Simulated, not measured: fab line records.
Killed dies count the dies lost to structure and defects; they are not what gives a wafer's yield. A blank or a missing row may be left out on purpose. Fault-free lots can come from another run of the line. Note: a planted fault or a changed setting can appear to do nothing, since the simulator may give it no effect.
fab line records	flow nand-harc
record: lots: 14	wafers: 42	last-day: 25
route steps=1159 shown A_ONON_D1@427 END@1159
lots with no fault: from the same line, run without faults
start-h: start of the lot's first displayed wafer, in hours after the record's first day	wait-h: hours elapsed since this lot's preceding step	" the same as in the row above	L1.1+2: one row covering several wafers at once	- no value present, or no start provided	* or withheld: withheld	< > ~ a bound
route shown NAME@n: a module of which the file shows steps, and the number in the route of the first	usual: mean and standard deviation over wafers with no fault	same: alike in all rows	chamber/n: place in a boat	sites: per-site readings	_std_site: the values' standard deviation	_edge_site: the outer-site mean with the inner-site mean subtracted	radius-mm: for every site, how far away it sits from the centre of the wafer	mask NAME#n: copy n	behind: the tool/chamber that last shaped the wafer	hold: the reason the lot was held/the length of the hold in hours/how it ended	device: which transistor (n, p or np) failed to switch	end of line: tests of these same wafers at the route's end	a step with no rows: only its recipe	killed: at the first sort, the dies lost to defects and structure; wafer yield is something else	map: shows each die of a wafer: x if killed, . if not, _ if none is there
set.NAME: the setting as run; set.NAME@STEP: as run at that earlier step	model.NAME: the simulator's own value behind a step, which no gauge read
route steps across a sampled set of lots; one table per step, one row per wafer
services: from which hour (start-h, from the record's first day; less than 0 if before it) a tool's chamber was out of use, for how many hours, and why
== steps ==
step: NHARC_A_ONON_D1_THK_MEAS_05
recipe: thk-meas-gauge: ellipsometry
usual: thk-nm: 997/8.4
lot.wafer	tool	chamber	start-h	wait-h	thk-nm
L456.1	film-metro-02	-	160.53	-	999
L456.3	"	-	"	"	997
L456.6	"	-	"	"	999
L457.2	film-metro-01	-	160.55	-	1009
L457.3	"	-	"	"	1010
L457.6	"	-	"	"	1012
L458.1	film-metro-01	-	171.42	-	1004
L458.4	"	-	"	"	1006
L458.5	"	-	"	"	1004
L460.1	film-metro-02	-	180.96	-	1000
L460.4	"	-	"	"	999
L460.6	"	-	"	"	999
L461.1	film-metro-02	-	186.66	-	983
L461.4	"	-	"	"	983
L461.6	"	-	"	"	981
L463.1	film-metro-01	-	198.31	-	993
L463.3	"	-	"	"	994
L463.4	"	-	"	"	994
L464.1	film-metro-01	-	216.34	-	992
L464.2	"	-	"	"	996
L464.4	"	-	"	"	993
L465.1	film-metro-02	-	216.36	-	1005
L465.3	"	-	"	"	1002
L465.6	"	-	"	"	1002
L466.3	film-metro-02	-	228.55	-	990
L466.5	"	-	"	"	990
L466.6	"	-	"	"	990
L467.3	film-metro-02	-	228.56	-	994
L467.4	"	-	"	"	994
L467.5	"	-	"	"	992
L474.1	film-metro-02	-	263.44	-	991
L474.5	"	-	"	"	993
L474.6	"	-	"	"	993
L475.1	film-metro-02	-	267.30	-	999
L475.2	"	-	"	"	999
L475.3	"	-	"	"	1001
L477.1	film-metro-01	-	280.38	-	1011
L477.2	"	-	"	"	1013
L477.6	"	-	"	"	1010
L478.2	film-metro-01	-	289.72	-	994
L478.4	"	-	"	"	993
L478.5	"	-	"	"	994
step: NHARC_A_ONON_D1_THK_MEAS_14
recipe: thk-meas-gauge: ellipsometry
usual: thk-nm: 1002/11
lot.wafer	tool	chamber	start-h	wait-h	thk-nm
L456.1	film-metro-02	-	162.24	-	987
L456.3	"	-	"	"	986
L456.6	"	-	"	"	986
L457.2	film-metro-01	-	162.25	-	994
L457.3	"	-	"	"	992
L457.6	"	-	"	"	992
L458.1	film-metro-01	-	173.13	-	1004
L458.4	"	-	"	"	1004
L458.5	"	-	"	"	1006
L460.1	film-metro-02	-	182.66	-	978
L460.4	"	-	"	"	980
L460.6	"	-	"	"	978
L461.1	film-metro-01	-	188.36	-	1001
L461.4	"	-	"	"	1001
L461.6	"	-	"	"	1003
L463.1	film-metro-02	-	200.00	-	1009
L463.3	"	-	"	"	1010
L463.4	"	-	"	"	1010
L464.1	film-metro-02	-	218.05	-	1010
L464.2	"	-	"	"	1010
L464.4	"	-	"	"	1011
L465.1	film-metro-02	-	218.08	-	990
L465.3	"	-	"	"	990
L465.6	"	-	"	"	990
L466.3	film-metro-02	-	230.24	-	1014
L466.5	"	-	"	"	1014
L466.6	"	-	"	"	1015
L467.3	film-metro-02	-	230.26	-	991
L467.4	"	-	"	"	993
L467.5	"	-	"	"	992
L474.1	film-metro-02	-	265.17	-	1006
L474.5	"	-	"	"	1007
L474.6	"	-	"	"	1006
L475.1	film-metro-01	-	268.99	-	1002
L475.2	"	-	"	"	1003
L475.3	"	-	"	"	1003
L477.1	film-metro-01	-	282.07	-	1001
L477.2	"	-	"	"	1001
L477.6	"	-	"	"	999
L478.2	film-metro-02	-	291.42	-	999
L478.4	"	-	"	"	1000
L478.5	"	-	"	"	1002
step: NHARC_A_ONON_D1_DEP_16
recipe: target-thk-a: 10000	n2-flow-sccm: 2750	n2o-flow-sccm: 2000	nh3-flow-sccm: 500	sih4-flow-sccm: 210	temp-c: 400
usual: nh3-flow-sccm: 500.3/1.3
lot.wafer	tool	chamber	start-h	wait-h	nh3-flow-sccm
L456.1	pecvd-onon-03	0	168.86	0.1	501.2
L456.3	"	0	"	"	500.9
L456.6	"	0	"	"	501.9
L457.2	pecvd-onon-02	0	168.91	0.1	501.3
L457.3	"	0	"	"	500.5
L457.6	"	0	"	"	500.6
L458.1	pecvd-onon-02	0	180.99	0.1	500.3
L458.4	"	0	"	"	503.1
L458.5	"	0	"	"	501.6
L460.1	pecvd-onon-01	0	191.25	0.1	499.5
L460.4	"	0	"	"	497.1
L460.6	"	0	"	"	500.8
L461.1	pecvd-onon-01	0	194.97	0.1	500.1
L461.4	"	0	"	"	501.0
L461.6	"	0	"	"	499.5
L463.1	pecvd-onon-03	0	205.05	0.1	500.6
L463.3	"	0	"	"	499.9
L463.4	"	0	"	"	501.3
L464.1	pecvd-onon-03	0	224.68	0.1	502.6
L464.2	"	0	"	"	500.3
L464.4	"	0	"	"	502.6
L465.1	pecvd-onon-02	0	224.68	0.1	501.0
L465.3	"	0	"	"	499.9
L465.6	"	0	"	"	499.9
L466.3	pecvd-onon-02	0	237.25	0.2	501.4
L466.5	"	0	"	"	499.6
L466.6	"	0	"	"	500.1
L467.3	pecvd-onon-03	0	237.27	0.2	500.4
L467.4	"	0	"	"	501.2
L467.5	"	0	"	"	499.5
L474.1	pecvd-onon-02	0	271.71	0.1	499.5
L474.5	"	0	"	"	500.4
L474.6	"	0	"	"	500.4
L475.1	pecvd-onon-02	0	280.80	0.1	501.0
L475.2	"	0	"	"	498.9
L475.3	"	0	"	"	500.4
L477.1	pecvd-onon-01	0	288.66	0.1	499.9
L477.2	"	0	"	"	499.1
L477.6	"	0	"	"	498.4
L478.2	pecvd-onon-01	0	298.08	0.1	501.9
L478.4	"	0	"	"	501.5
L478.5	"	0	"	"	498.4
step: NHARC_A_ONON_D1_THK_MEAS_18
recipe: thk-meas-gauge: ellipsometry
usual: thk-nm: 1000/10
lot.wafer	tool	chamber	start-h	wait-h	hold	thk-nm
L456.1	film-metro-01	-	169.37	-	-	999
L456.3	"	-	"	"	-	1000
L456.6	"	-	"	"	-	999
L457.2	film-metro-01	-	169.37	-	-	982
L457.3	"	-	"	"	-	984
L457.6	"	-	"	"	-	983
L458.1	film-metro-01	-	181.50	-	-	1005
L458.4	"	-	"	"	-	1004
L458.5	"	-	"	"	-	1004
L460.1	film-metro-02	-	191.76	-	-	1004
L460.4	"	-	"	"	-	1002
L460.6	"	-	"	"	-	1005
L461.1	film-metro-01	-	195.49	-	-	1006
L461.4	"	-	"	"	-	1006
L461.6	"	-	"	"	-	1006
L463.1	film-metro-01	-	205.56	-	-	1004
L463.3	"	-	"	"	-	1007
L463.4	"	-	"	"	-	1006
L465.1	film-metro-01	-	225.19	-	-	995
L465.3	"	-	"	"	-	996
L465.6	"	-	"	"	-	993
L464.1	film-metro-01	-	225.20	-	-	1000
L464.2	"	-	"	"	-	1002
L464.4	"	-	"	"	-	1001
L466.3	film-metro-02	-	237.65	-	-	1025
L466.5	"	-	"	"	-	1026
L466.6	"	-	"	"	-	1024
L467.3	film-metro-01	-	237.67	-	-	995
L467.4	"	-	"	"	-	995
L467.5	"	-	"	"	-	995
L474.1	film-metro-02	-	272.22	-	await-dispo/0.2h/release	1546
L474.5	"	-	"	"	await-dispo/0.2h/release	1546
L474.6	"	-	"	"	await-dispo/0.2h/release	1546
L474.1	film-metro-02	-	272.39	0.2	-	1545
L474.5	"	-	"	"	-	1544
L474.6	"	-	"	"	-	1548
L475.1	film-metro-02	-	281.30	-	await-dispo/0.2h/release	1548
L475.2	"	-	"	"	await-dispo/0.2h/release	1547
L475.3	"	-	"	"	await-dispo/0.2h/release	1546
L475.1	film-metro-02	-	281.47	0.2	-	1548
L475.2	"	-	"	"	-	1546
L475.3	"	-	"	"	-	1547
L477.1	film-metro-02	-	289.17	-	-	989
L477.2	"	-	"	"	-	991
L477.6	"	-	"	"	-	991
L478.2	film-metro-02	-	298.55	-	-	989
L478.4	"	-	"	"	-	990
L478.5	"	-	"	"	-	993
step: NHARC_A_ONON_D1_THK_MEAS_34
recipe: thk-meas-gauge: ellipsometry
usual: thk-nm: 201/3.2
lot.wafer	tool	chamber	start-h	wait-h	thk-nm
L456.1	film-metro-01	-	172.11	-	200
L456.3	"	-	"	"	200
L456.6	"	-	"	"	200
L457.2	film-metro-02	-	172.25	0.4	196
L457.3	"	-	"	"	207
L457.6	"	-	"	"	204
L458.1	film-metro-01	-	184.29	-	198
L458.4	"	-	"	"	202
L458.5	"	-	"	"	204
L460.1	film-metro-02	-	194.49	-	197
L460.4	"	-	"	"	200
L460.6	"	-	"	"	200
L461.1	film-metro-02	-	198.82	-	198
L461.4	"	-	"	"	203
L461.6	"	-	"	"	202
L463.1	film-metro-02	-	208.47	-	198
L463.3	"	-	"	"	202
L463.4	"	-	"	"	204
L465.1	film-metro-01	-	227.92	-	203
L465.3	"	-	"	"	200
L465.6	"	-	"	"	207
L464.1	film-metro-01	-	228.19	-	199
L464.2	"	-	"	"	200
L464.4	"	-	"	"	202
L466.3	film-metro-02	-	240.48	-	199
L466.5	"	-	"	"	203
L466.6	"	-	"	"	203
L467.3	film-metro-01	-	240.59	-	194
L467.4	"	-	"	"	201
L467.5	"	-	"	"	200
L477.1	film-metro-02	-	291.95	-	196
L477.2	"	-	"	"	195
L477.6	"	-	"	"	200
L478.2	film-metro-01	-	301.29	-	203
L478.4	"	-	"	"	203
L478.5	"	-	"	"	206
step: NHARC_END_SORT_01
recipe: temp-c: 25
usual: defect-limited-yield: 95.6/1.6	killed-at-array: 26/11	killed-at-other: 0.4/0.78	killed-at-periphery: 3.4/2.4	killed-dies: 29/11	killed-open: 3.1/1.9	killed-short: 1.9/1.4	sort_bin_2_pct: 1.3/0.63	sort_bin_3_pct: 0.20/0.18	sort_bin_4_pct: 2.8/1.1	sort-n-pass: 648/11	sort-rim-yield-pct: 95/3.4	sort-yield-pct: 95.6/1.6
same: gross-dies: 677	sort_bin_5_pct[%]: 0	sort_bin_6_pct[%]: 0	sort_bin_7_pct[%]: 0	sort_bin_8_pct[%]: 0	sort-rim-n-gross: 106.00
lot.wafer	tool	chamber	start-h	wait-h	defect-limited-yield[%]	killed-at-array	killed-at-other	killed-at-periphery	killed-dies	killed-open	killed-short	sort_bin_2_pct[%]	sort_bin_3_pct[%]	sort_bin_4_pct[%]	sort-n-pass	sort-rim-yield-pct[%]	sort-yield-pct[%]
L457.2	prober-02	0	513.97	2.8	94.5	33	0	4	37	3	1	2.4	0.30	2.8	640	95	94.5
L457.3	prober-02	0	514.79	3.1	93.9	38	0	3	41	3	3	1.9	0.30	3.8	636	98	93.9
L457.6	prober-02	0	517.23	4.1	94.4	32	0	6	38	6	3	2.1	0.59	3.0	639	89	94.4
L456.1	prober-02	0	521.01	2.5	95.6	27	0	3	30	4	2	0.9	0	3.5	647	96	95.6
L456.3	prober-02	0	522.61	3.1	97.2	17	0	2	19	3	2	0.9	0	1.9	658	93	97.2
L456.6	prober-02	0	525.00	4.0	95.7	27	0	2	29	4	3	1.0	0.15	3.1	648	92	95.7
L463.1	prober-02	0	536.69	2.5	95.6	28	0	2	30	3	3	1.3	0.15	3.0	647	96	95.6
L463.3	prober-02	0	538.32	3.1	94.2	39	0	0	39	5	1	2.5	0	3.2	638	97	94.2
L463.4	prober-02	0	539.13	3.4	97.2	18	0	1	19	1	0	0.7	0	2.1	658	93	97.2
L467.3	prober-01	0	538.20	3.1	94.5	37	0	0	37	4	2	1.2	0.15	4.1	640	96	94.5
L467.4	prober-01	0	539.00	3.4	96.5	16	1	7	24	3	1	0.6	0.30	2.7	653	95	96.5
L467.5	prober-01	0	539.81	3.7	95.3	31	0	1	32	3	3	1.5	0	3.2	645	98	95.3
L464.1	prober-02	0	552.42	2.5	93.5	43	0	1	44	6	0	1.2	0.44	4.9	633	96	93.5
L464.2	prober-02	0	553.21	2.8	95.9	26	0	2	28	2	1	1.2	0.15	2.8	649	91	95.9
L464.4	prober-02	0	554.79	3.4	91.6	45	1	11	57	3	2	2.5	0.15	5.8	620	94	91.6
L466.3	prober-01	0	553.86	3.1	94.7	32	0	4	36	8	2	1.8	0.30	3.2	641	95	94.7
L466.5	prober-01	0	555.46	3.7	95.9	26	0	2	28	3	1	1.2	0.15	2.8	649	100	95.9
L466.6	prober-01	0	556.26	4.0	95.9	22	0	6	28	7	2	1.3	0.15	2.7	649	90	95.9
L465.1	prober-02	0	560.14	2.5	97.5	16	0	1	17	2	4	0.4	0.15	1.9	660	95	97.5
L465.3	prober-02	0	561.75	3.1	97.5	14	0	3	17	4	1	0.4	0	2.1	660	96	97.5
L465.6	prober-02	0	564.15	4.0	97.5	13	1	3	17	2	0	1.0	0	1.5	660	96	97.5
killed by level:class
L457.2 A_SLIT:chamber-film-flake=15 A_CHANNEL_HOLE_D1:chamber-film-flake=11 A_STAIRCASE:chamber-film-flake=2 P_GATE:geometric-particle:open=1 A_WL_FILL:geometric-particle:short=1 A_CONTACT:geometric-particle:open=1 A_M0:geometric-particle:open=1 P_STI:chamber-film-flake=1
L457.3 A_CHANNEL_HOLE_D1:chamber-film-flake=15 A_SLIT:chamber-film-flake=13 A_WL_FILL:geometric-particle:short=2 A_CONTACT:geometric-particle:open=2 A_ZERO_WELL:chamber-film-flake=2 A_CONTACT:chamber-film-flake=2 P_M0:geometric-particle:short=1 P_M2:geometric-particle:open=1
L457.6 A_CHANNEL_HOLE_D1:chamber-film-flake=11 A_SLIT:chamber-film-flake=8 A_STAIRCASE:chamber-film-flake=4 P_CONTACT:geometric-particle:open=2 A_M1:geometric-particle:open=2 P_CONTACT:geometric-particle:short=1 A_CHANNEL_FILL_D1:geometric-particle:open=1 A_WL_FILL:geometric-particle:short=1
L456.1 A_SLIT:chamber-film-flake=12 A_SGD_CUT:chamber-film-flake=3 A_ONON_D1:geometric-particle:open=2 P_ZERO_WELL:chamber-film-flake=2 A_STAIRCASE:chamber-film-flake=2 A_SGD_CUT:geometric-particle:short=1 A_CONTACT:geometric-particle:open=1 A_BLC:geometric-particle:open=1
L456.3 A_SLIT:chamber-film-flake=4 A_CHANNEL_HOLE_D1:chamber-film-flake=3 A_SGD_CUT:chamber-film-flake=3 A_STAIRCASE:chamber-film-flake=2 P_CONTACT:geometric-particle:short=1 A_CHANNEL_FILL_D1:geometric-particle:open=1 A_CONTACT:geometric-particle:open=1 A_BLC:geometric-particle:open=1
L456.6 A_STAIRCASE:chamber-film-flake=6 A_CHANNEL_HOLE_D1:chamber-film-flake=5 A_SGD_CUT:chamber-film-flake=3 A_SLIT:chamber-film-flake=3 A_CONTACT:chamber-film-flake=3 A_CHANNEL_FILL_D1:geometric-particle:short=2 A_CONTACT:geometric-particle:open=2 P_GATE:geometric-particle:open=1
L463.1 A_CHANNEL_HOLE_D1:chamber-film-flake=14 A_SLIT:chamber-film-flake=5 A_STAIRCASE:chamber-film-flake=3 P_CONTACT:geometric-particle:open=1 P_CONTACT:geometric-particle:short=1 A_CHANNEL_FILL_D1:geometric-particle:short=1 A_CONTACT:geometric-particle:open=1 A_M0:geometric-particle:short=1
L467.3 A_SLIT:chamber-film-flake=19 A_CONTACT:chamber-film-flake=8 A_CHANNEL_HOLE_D1:chamber-film-flake=3 A_CONTACT:geometric-particle:open=2 A_SOURCE_PLATE:geometric-particle:open=1 A_CHANNEL_FILL_D1:geometric-particle:open=1 A_SGD_CUT:geometric-particle:short=1 A_M1:geometric-particle:short=1
L463.3 A_CHANNEL_HOLE_D1:chamber-film-flake=19 A_SLIT:chamber-film-flake=9 A_WL_FILL:chamber-film-flake=3 A_STAIRCASE:chamber-film-flake=2 A_CHANNEL_HOLE_D1:geometric-particle:open=1 A_WL_FILL:geometric-particle:open=1 A_WL_FILL:geometric-particle:short=1 A_CONTACT:geometric-particle:open=1
L467.4 A_CHANNEL_HOLE_D1:chamber-film-flake=4 A_SLIT:chamber-film-flake=4 A_CONTACT:chamber-film-flake=4 P_GATE:chamber-film-flake=3 A_CHANNEL_HOLE_D1:geometric-particle:open=2 P_STI:chamber-film-flake=2 P_M0:geometric-particle:short=1 A_M0:geometric-particle:open=1
L463.4 A_CHANNEL_HOLE_D1:chamber-film-flake=7 A_STAIRCASE:chamber-film-flake=4 A_WL_FILL:chamber-film-flake=3 A_SLIT:chamber-film-flake=3 A_SGD_CUT:geometric-particle:open=1 P_ZERO_WELL:chamber-film-flake=1
L467.5 A_SLIT:chamber-film-flake=10 A_CONTACT:chamber-film-flake=10 A_CHANNEL_HOLE_D1:chamber-film-flake=4 A_CONTACT:geometric-particle:open=2 A_CHANNEL_HOLE_D1:geometric-particle:short=1 A_WL_FILL:geometric-particle:open=1 A_WL_FILL:geometric-particle:short=1 A_M1:geometric-particle:short=1
L464.1 A_CHANNEL_HOLE_D1:chamber-film-flake=22 A_SLIT:chamber-film-flake=9 A_STAIRCASE:chamber-film-flake=5 A_CONTACT:geometric-particle:open=3 A_CONTACT:chamber-film-flake=2 P_CONTACT:geometric-particle:open=1 A_CHANNEL_FILL_D1:geometric-particle:open=1 A_M0:geometric-particle:open=1
L464.2 A_CHANNEL_HOLE_D1:chamber-film-flake=14 A_SLIT:chamber-film-flake=4 A_CONTACT:chamber-film-flake=3 A_STAIRCASE:chamber-film-flake=2 P_CONTACT:geometric-particle:open=1 A_CHANNEL_FILL_D1:geometric-particle:short=1 A_SGD_CUT:geometric-particle:open=1 P_ZERO_WELL:chamber-film-flake=1
L466.3 A_CHANNEL_HOLE_D1:chamber-film-flake=19 A_STAIRCASE:chamber-film-flake=5 P_CONTACT:geometric-particle:open=3 A_BLC:geometric-particle:open=3 A_WL_FILL:geometric-particle:short=1 A_CONTACT:geometric-particle:open=1 A_M0:geometric-particle:open=1 A_M1:geometric-particle:short=1
L464.4 A_CHANNEL_HOLE_D1:chamber-film-flake=20 A_SLIT:chamber-film-flake=15 P_ZERO_WELL:chamber-film-flake=6 A_STAIRCASE:chamber-film-flake=4 A_CONTACT:chamber-film-flake=3 P_GATE:chamber-film-flake=2 P_GATE:geometric-particle:short=1 P_CONTACT:geometric-particle:open=1
L466.5 A_CHANNEL_HOLE_D1:chamber-film-flake=20 A_CONTACT:geometric-particle:open=2 A_CONTACT:chamber-film-flake=2 P_GATE:geometric-particle:open=1 A_M1:geometric-particle:short=1 P_M0:chamber-film-flake=1 A_STAIRCASE:chamber-film-flake=1
L466.6 A_CHANNEL_HOLE_D1:chamber-film-flake=11 A_STAIRCASE:chamber-film-flake=3 P_M0:chamber-film-flake=2 P_GATE:geometric-particle:open=1 P_CONTACT:geometric-particle:open=1 P_M0:geometric-particle:open=1 A_CHANNEL_HOLE_D1:geometric-particle:open=1 A_CHANNEL_FILL_D1:geometric-particle:open=1
L465.1 A_CONTACT:chamber-film-flake=5 A_CHANNEL_HOLE_D1:chamber-film-flake=2 A_WL_FILL:chamber-film-flake=2 P_M1:geometric-particle:short=1 A_ONON_D1:geometric-particle:short=1 A_CHANNEL_HOLE_D1:geometric-particle:open=1 A_CHANNEL_FILL_D1:geometric-particle:short=1 A_M0:geometric-particle:short=1
L465.3 A_CHANNEL_HOLE_D1:chamber-film-flake=4 A_STAIRCASE:chamber-film-flake=2 A_WL_FILL:chamber-film-flake=2 A_CONTACT:chamber-film-flake=2 P_CONTACT:geometric-particle:open=1 A_CHANNEL_HOLE_D1:geometric-particle:short=1 A_SGD_CUT:geometric-particle:open=1 A_CONTACT:geometric-particle:open=1
L465.6 A_CONTACT:chamber-film-flake=4 P_ZERO_WELL:chamber-film-flake=3 A_CHANNEL_HOLE_D1:chamber-film-flake=2 A_STAIRCASE:chamber-film-flake=2 A_SOURCE_PLATE:geometric-particle:open=1 A_CONTACT:geometric-particle:open=1 A_SGD_CUT:chamber-film-flake=1 A_SLIT:chamber-film-flake=1
== services ==
tool	chamber	start-h	hours	kind
pecvd-onon-03	-	153.11	13.0	pm
pecvd-onon-01	-	195.33	13.0	pm
pecvd-onon-02	-	292.00	13.0	pm
== key ==
first-sign: step: NHARC_A_ONON_D1_THK_MEAS_18	reading: visit	direction: added
effect: step: NHARC_A_ONON_D1_THK_MEAS_18	reading: thk-nm	direction: up	sigmas: 53	usual: 1000	struck: 1547
met-at NHARC_A_ONON_D1_DEP_16
struck-lots L474,L475
scrapped-behind NHARC_A_ONON_D1_THK_MEAS_18 L474.1,L474.5,L474.6,L475.1,L475.2,L475.3
not-acting-at NHARC_A_ONON_D1_THK_MEAS_05,NHARC_A_ONON_D1_THK_MEAS_14,NHARC_A_ONON_D1_THK_MEAS_34
onset-between 237.25 271.71
fault: kind: process-parameter-drift	tool: pecvd-onon-02	chamber: -	onset-h: 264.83	steps: NHARC_A_ONON_D1_DEP_16	channel: target-thk-a	offset: *	shape: step	end-h: 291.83	acts-in: *	stated: *
